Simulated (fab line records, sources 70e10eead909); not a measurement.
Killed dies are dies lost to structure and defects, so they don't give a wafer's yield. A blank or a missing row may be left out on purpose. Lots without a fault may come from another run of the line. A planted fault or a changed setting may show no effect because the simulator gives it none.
fab line records | flow nand_harc
record lots=14 wafers=42 last_day=24
route steps=1159 shown A_SGD_CUT@760 END@1159
lots that met no fault: from a run of the same line without faults
start_h: hours from the record's first day to the start of the lot's first wafer shown | wait_h: hours since the lot's step before | " the same as in the row above | L1.1+2: a row that stands for several wafers | - no value, or no start given | * or withheld: withheld | < > ~ a bound
route shown NAME@n: a module of which the file shows steps, and the number in the route of the first | usual: mean/standard deviation of fault-free wafers | same: alike in all rows | chamber/n: place in a boat | sites: the reading at each site | _std_site: their standard deviation | _edge_site: outer sites' mean less inner sites' | radius_mm: how far each site lies from the wafer's centre | mask NAME#n: copy n | behind: the tool/chamber that last shaped the wafer | hold: why the lot was held/for how many hours/how that ended | device: the transistor (n, p or np) that didn't switch | end of line: the same wafers' tests at the end of the route | a step without rows: its recipe alone | killed: dies lost to structure and defects at the first sort, not the wafer's yield | map: a wafer's dies, x killed, . not, _ none there
set.NAME: the setting as run; set.NAME@STEP: as run at that earlier step | model.NAME: the simulator's own value behind a step, which no gauge read
steps of the route over a sample of lots; a table a step, a row a wafer
services: from which hour (start_h, from the record's first day; less than 0 if before it) a tool's chamber was out of use, for how many hours, and why
## steps
# step NHARC_A_SGD_CUT_INSPECT_11
# usual raw_defect_count=17/9.9
# columns lot.wafer tool chamber start_h wait_h raw_defect_count
L423.2 defect_inspect-01 - 314.66 0.0 22
L423.3 " - " " 26
L423.4 " - " " 21
L427.2 defect_inspect-02 - 323.74 0.0 12
L427.3 " - " " 7
L427.6 " - " " 16
L426.3 defect_inspect-02 - 323.90 0.0 21
L426.5 " - " " 17
L426.6 " - " " 13
L425.2 defect_inspect-01 - 325.23 0.0 5
L425.3 " - " " 5
L425.5 " - " " 8
L430.3 defect_inspect-01 - 337.90 0.0 9
L430.4 " - " " 7
L430.6 " - " " 8
L429.2 defect_inspect-02 - 350.34 0.0 29
L429.3 " - " " 26
L429.5 " - " " 21
L439.2 defect_inspect-02 - 400.82 0.0 21
L439.3 " - " " 25
L439.4 " - " " 22
L438.1 defect_inspect-01 - 401.06 0.0 12
L438.3 " - " " 15
L438.5 " - " " 14
L442.1 defect_inspect-01 - 413.82 0.0 30
L442.4 " - " " 41
L442.6 " - " " 43
L441.1 defect_inspect-02 - 414.09 0.0 13
L441.5 " - " " 13
L441.6 " - " " 10
L440.1 defect_inspect-01 - 427.95 0.0 32
L440.2 " - " " 35
L440.4 " - " " 32
L443.2 defect_inspect-01 - 441.95 0.0 11
L443.3 " - " " 14
L443.6 " - " " 11
L444.3 defect_inspect-01 - 452.25 0.0 11
L444.4 " - " " 8
L444.6 " - " " 3
L445.2 defect_inspect-02 - 452.77 0.0 14
L445.3 " - " " 18
L445.5 " - " " 18
# step NHARC_A_SGD_CUT_ETCH_58
# recipe target_depth_a=390 over_etch_frac=0.3 time_s=65 ion_energy_ev=80 cf4_flow_sccm=150 ar_flow_sccm=0 rf_w=300 bias_w=100 chemistry=CF4
# usual bias_w=100.0/0.31 cf4_flow_sccm=149.9/0.47 chamber_pressure_mTorr=50.00/0.048 drypump_motor_current_A=5.5/0.43 oes_product_au=1.000/0.012 rf_vpp_V=151.7/1.1 showerhead_plenum_p_Torr=1.81/0.061 throttle_valve_pct=13.285/0.01
# columns lot.wafer tool chamber start_h wait_h bias_w cf4_flow_sccm chamber_pressure_mTorr drypump_motor_current_A oes_product_au rf_hours_counter_h rf_vpp_V showerhead_plenum_p_Torr throttle_valve_pct
L423.2 rie_diel-07 1 314.80 0.1 99.6 149.8 49.98 5.3 1.000 7 151.2 1.72 13.282
L423.3 " 2 " " 100.1 150.0 50.14 5.3 0.997 8 151.2 1.81 13.290
L423.4 " 0 " " 99.9 150.2 50.01 5.5 1.004 8 152.1 1.77 13.303
L427.3 rie_diel-08 2 323.89 0.1 100.0 150.2 50.04 4.8 0.995 1 153.0 1.83 13.292
L427.2 " 3 " " 100.2 149.7 50.00 5.1 0.980 1 148.9 1.67 13.287
L427.6 " 3 " " 100.1 149.7 49.96 5.0 0.981 - 151.5 1.67 13.266
L426.3 rie_diel-07 1 324.06 0.1 100.1 148.9 50.00 5.3 0.989 9 151.1 1.72 13.274
L426.6 " 2 " " 100.6 149.4 49.96 5.3 1.007 - 151.4 1.81 13.269
L426.5 " 3 " " 100.3 150.7 50.01 5.3 1.005 - 151.8 1.76 13.269
L425.3 rie_diel-13 2 325.38 0.1 100.2 149.1 49.89 5.6 0.992 5 152.2 1.86 13.269
L425.2 " 0 " " 99.8 149.6 50.04 6.1 0.993 5 151.9 1.85 13.278
L425.5 " 2 " " 100.2 150.3 49.96 5.6 0.989 - 152.6 1.86 13.282
L430.3 rie_diel-07 1 338.11 0.1 - - - - - - - - -
L430.4 " 2 " " - - - - - - - - -
L430.6 " 0 " " - - - - - - - - -
L429.2 rie_diel-07 3 350.49 0.1 - - - - - - - - -
L429.3 " 1 " " - - - - - - - - -
L429.5 " 2 " " - - - - - - - - -
L439.3 rie_diel-08 2 400.96 0.1 100.1 149.7 49.94 4.9 1.005 6 152.9 1.83 13.293
L439.4 " 3 " " 100.0 150.1 49.95 5.1 0.987 6 150.4 1.67 13.271
L439.2 " 1 " " 100.0 150.1 49.95 5.4 0.991 4 151.1 1.82 13.284
L438.3 rie_diel-13 3 401.20 0.1 100.1 150.1 49.97 6.3 1.006 10 153.9 1.88 13.284
L438.1 " 2 " " 99.5 150.3 49.98 5.6 0.994 12 151.1 1.86 13.298
L438.5 " 3 " " 100.0 149.5 49.99 6.4 1.002 - 152.2 1.88 13.292
L442.4 rie_diel-08 1 413.97 0.1 99.8 150.0 49.97 5.4 0.987 5 154.0 1.82 13.286
L442.1 " 0 " " 99.9 149.5 50.03 5.8 1.014 6 151.1 1.78 13.285
L442.6 " 2 " " 100.0 150.6 50.07 4.8 0.998 - 153.5 1.83 13.290
L441.1 rie_diel-13 1 414.24 0.1 100.0 149.8 49.94 5.7 1.020 13 152.3 1.84 13.275
L441.6 " 0 " " 99.8 149.1 49.84 6.1 0.986 - 152.4 1.85 13.292
L441.5 " 1 " " 100.3 149.6 49.98 5.6 1.022 - 151.7 1.84 13.284
L440.2 rie_diel-13 0 428.10 0.1 99.8 149.7 50.02 6.1 0.997 14 152.3 1.85 13.281
L440.4 " 1 " " 100.1 149.7 49.98 5.6 1.003 15 151.0 1.84 13.302
L440.1 " 3 " " 100.2 150.0 50.01 6.3 0.986 13 151.5 1.87 13.294
L443.2 rie_diel-08 2 442.10 0.1 100.1 149.7 50.01 4.8 1.008 9 152.8 1.83 13.291
L443.3 " 0 " " 100.2 149.7 49.94 5.8 0.994 9 152.6 1.78 13.279
L443.6 " 1 " " 100.1 150.3 49.95 5.4 0.997 - 149.6 1.82 13.297
L444.3 rie_diel-13 1 452.39 0.1 99.8 150.0 50.00 5.7 1.018 17 152.1 1.84 13.292
L444.4 " 0 " " 100.0 150.5 49.95 6.0 0.980 17 150.4 1.85 13.285
L444.6 " 1 " " 99.9 149.6 50.00 5.6 1.021 - 152.9 1.84 13.278
L445.2 rie_diel-08 2 452.92 0.1 100.3 149.8 50.04 4.8 1.002 10 153.7 1.83 13.273
L445.3 " 0 " " 100.0 150.8 49.95 5.8 0.993 10 152.9 1.78 13.289
L445.5 " 2 " " 100.3 149.4 50.01 4.8 1.010 - 153.4 1.83 13.285
# step NHARC_A_SGD_CUT_CMP_21
# recipe target_thk_nm=148.19
# usual motor_current_A=12.1/0.87 time_to_endpoint_s=50/4.1
# columns lot.wafer tool chamber start_h wait_h motor_current_A time_to_endpoint_s
L423.4 cmp-02 0 320.43 0.4 12.1 51
L423.2 " 1 " " 10.4 50
L423.3 " 2 " " 12.5 51
L426.3 cmp-02 2 329.29 0.4 12.4 50
L426.6 " 2 " " 12.9 52
L426.5 " 3 " " 13.2 43
L427.2 cmp-01 0 329.31 0.4 12.5 50
L427.3 " 1 " " 14.2 48
L427.6 " 0 " " 12.3 56
L425.2 cmp-04 2 329.45 0.5 11.4 55
L425.3 " 0 " " 12.1 54
L425.5 " 2 " " 12.0 54
L430.4 cmp-01 3 343.32 0.4 11.8 44
L430.3 " 0 " " 12.8 57
L430.6 " 0 " " 12.6 59
L429.3 cmp-02 3 356.10 0.4 12.6 47
L429.2 " 1 " " 11.1 51
L429.5 " 3 " " 12.7 45
L438.3 cmp-04 2 409.21 0.4 11.8 53
L438.1 " 1 " " 13.2 49
L438.5 " 2 " " 11.8 55
L439.4 cmp-01 1 409.37 0.5 12.9 46
L439.3 " 2 " " 11.3 48
L439.2 " 3 " " 11.6 43
L442.1 cmp-04 3 419.60 0.4 10.5 47
L442.4 " 1 " " 13.2 48
L442.6 " 3 " " 11.3 47
L441.1 cmp-02 1 419.60 0.4 11.2 45
L441.6 " 0 " " 12.4 48
L441.5 " 1 " " 10.5 44
L440.2 cmp-04 1 434.91 0.4 12.9 50
L440.4 " 3 " " 11.4 49
L440.1 " 0 " " 12.7 53
L443.3 cmp-04 0 447.70 0.4 12.8 53
L443.2 " 2 " " 11.0 53
L443.6 " 0 " " 12.4 54
L444.3 cmp-04 0 457.80 0.4 12.4 53
L444.4 " 2 " " 11.0 58
L444.6 " 0 " " 11.9 54
L445.3 cmp-01 1 457.87 0.5 13.8 42
L445.2 " 0 " " 12.6 50
L445.5 " 2 " " 11.2 46
# step NHARC_END_SORT_01
# recipe temp_c=25
# usual killed_at_array=24/8.4 killed_at_other=0.7/1.1 killed_at_periphery=2.9/1.7 killed_dies=27/8.6 killed_open=3.3/1.8 killed_short=1.8/1.4
# same gross_dies=677
# columns lot.wafer tool chamber start_h wait_h killed_at_array killed_at_other killed_at_periphery killed_dies killed_open killed_short
L430.3 prober-01 0 480.34 3.1 675 1 1 677 3 0
L430.4 prober-01 0 481.13 3.4 671 1 5 677 7 0
L430.6 prober-01 0 482.72 4.0 673 0 4 677 4 1
L429.2 prober-02 0 482.58 2.8 673 4 0 677 3 2
L429.3 prober-02 0 483.39 3.1 677 0 0 677 3 2
L429.5 prober-02 0 484.99 3.7 674 1 2 677 0 4
L438.1 prober-02 0 538.34 2.5 29 0 2 31 5 0
# killed by level:class
L430.3 A_SGD_CUT:area_etch=656 A_SLIT:chamber_film_flake=7 A_STAIRCASE:chamber_film_flake=6 A_CHANNEL_HOLE_D1:chamber_film_flake=3 P_CONTACT:geometric_particle:open=1 A_SGD_CUT:geometric_particle:open=1 A_M0:geometric_particle:open=1 A_CONTACT:chamber_film_flake=1
L430.4 A_SGD_CUT:area_etch=652 A_SLIT:chamber_film_flake=9 A_STAIRCASE:chamber_film_flake=6 P_CONTACT:geometric_particle:open=2 P_M0:geometric_particle:open=2 A_CONTACT:chamber_film_flake=2 P_GATE:geometric_particle:open=1 A_BLC:geometric_particle:open=1
L429.2 A_SGD_CUT:area_etch=633 A_CHANNEL_HOLE_D1:chamber_film_flake=14 A_SLIT:chamber_film_flake=10 A_CONTACT:chamber_film_flake=5 A_STAIRCASE:chamber_film_flake=3 THIN_TSV:chamber_film_flake=3 A_WL_FILL:geometric_particle:short=2 A_BONDPAD:chamber_film_flake=2
L430.6 A_SGD_CUT:area_etch=652 A_SLIT:chamber_film_flake=13 A_CHANNEL_HOLE_D1:chamber_film_flake=3 A_M0:geometric_particle:open=2 P_M1:geometric_particle:short=1 A_CONTACT:geometric_particle:open=1 A_BLC:geometric_particle:open=1 P_ZERO_WELL:chamber_film_flake=1
L429.3 A_SGD_CUT:area_etch=640 A_CHANNEL_HOLE_D1:chamber_film_flake=17 A_STAIRCASE:chamber_film_flake=6 A_SLIT:chamber_film_flake=6 A_WL_FILL:geometric_particle:short=2 A_WL_FILL:geometric_particle:open=2 A_BONDPAD:chamber_film_flake=2 A_CONTACT:geometric_particle:open=1
L429.5 A_SGD_CUT:area_etch=637 A_CHANNEL_HOLE_D1:chamber_film_flake=12 A_SLIT:chamber_film_flake=8 A_CONTACT:chamber_film_flake=5 A_STAIRCASE:chamber_film_flake=4 A_ONON_D1:geometric_particle:short=2 P_M1:chamber_film_flake=2 A_BONDPAD:chamber_film_flake=2
L438.1 A_SLIT:chamber_film_flake=14 A_STAIRCASE:chamber_film_flake=5 A_CHANNEL_HOLE_D1:chamber_film_flake=3 A_CONTACT:chamber_film_flake=3 P_M0:geometric_particle:open=1 A_ONON_D1:geometric_particle:open=1 A_WL_FILL:geometric_particle:open=1 A_CONTACT:geometric_particle:open=1
## services
# columns tool chamber start_h hours kind
cmp-01 - 298.78 5.0 repair
cmp-04 - 301.20 4.0 pm
rie_diel-08 - 301.80 9.0 pm
rie_diel-08 0 301.80 9.0 vent_cycle
cmp-04 - 305.20 - consumable_replace:conditioner
cmp-04 - 305.20 - consumable_replace:pad
cmp-02 - 314.15 4.1 repair
rie_diel-07 0 315.81 2.4 repair
rie_diel-13 - 328.55 2.4 repair
cmp-02 - 369.01 4.0 pm
cmp-01 - 376.13 4.0 pm
rie_diel-08 1 380.65 17.5 repair
rie_diel-08 0 380.84 11.5 repair
cmp-01 - 393.03 0.5 repair
cmp-04 - 399.20 4.0 pm
cmp-04 - 403.20 - consumable_replace:conditioner
cmp-04 - 403.20 - consumable_replace:pad
rie_diel-07 - 405.20 9.0 pm
cmp-01 - 406.53 0.5 repair
cmp-01 - 420.98 1.8 repair
cmp-02 - 424.44 1.6 repair
cmp-02 - 441.75 1.7 repair
rie_diel-08 2 450.55 1.4 repair
rie_diel-13 - 453.00 9.0 pm
## key
first_sign step=NHARC_A_SGD_CUT_ETCH_58 reading=tool_record direction=missing
effect step=NHARC_END_SORT_01 reading=killed_at_array direction=up sigmas=77 usual=24 struck=674
more_kills_born_at NHARC_A_SGD_CUT_ETCH_58@rie_diel-07=3870
met_at NHARC_A_SGD_CUT_ETCH_58
struck_lots L429,L430
later_rows_left_out L429.2,L429.3,L429.5,L430.3,L430.4,L430.6
tester_left_out L429,L430
not_acting_at NHARC_A_SGD_CUT_INSPECT_11,NHARC_A_SGD_CUT_CMP_21
onset_between 324.06 338.11
fault kind=skipped_step_whole tool=rie_diel-07 chamber=- onset_h=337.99 steps=NHARC_A_SGD_CUT_ETCH_58 scope=struck_lots_only
# tester_left_out: of these lots the tester's yield and bins aren't shown, on N5 and GAA mostly nor the transistor test; their killed dies are dies lost to structure and defects alone, not to doping, threshold or leakage, so they don't give the yield
# later_rows_left_out: the simulator's readings of these wafers behind a module that went badly wrong aren't trusted and aren't shown, but for the sort
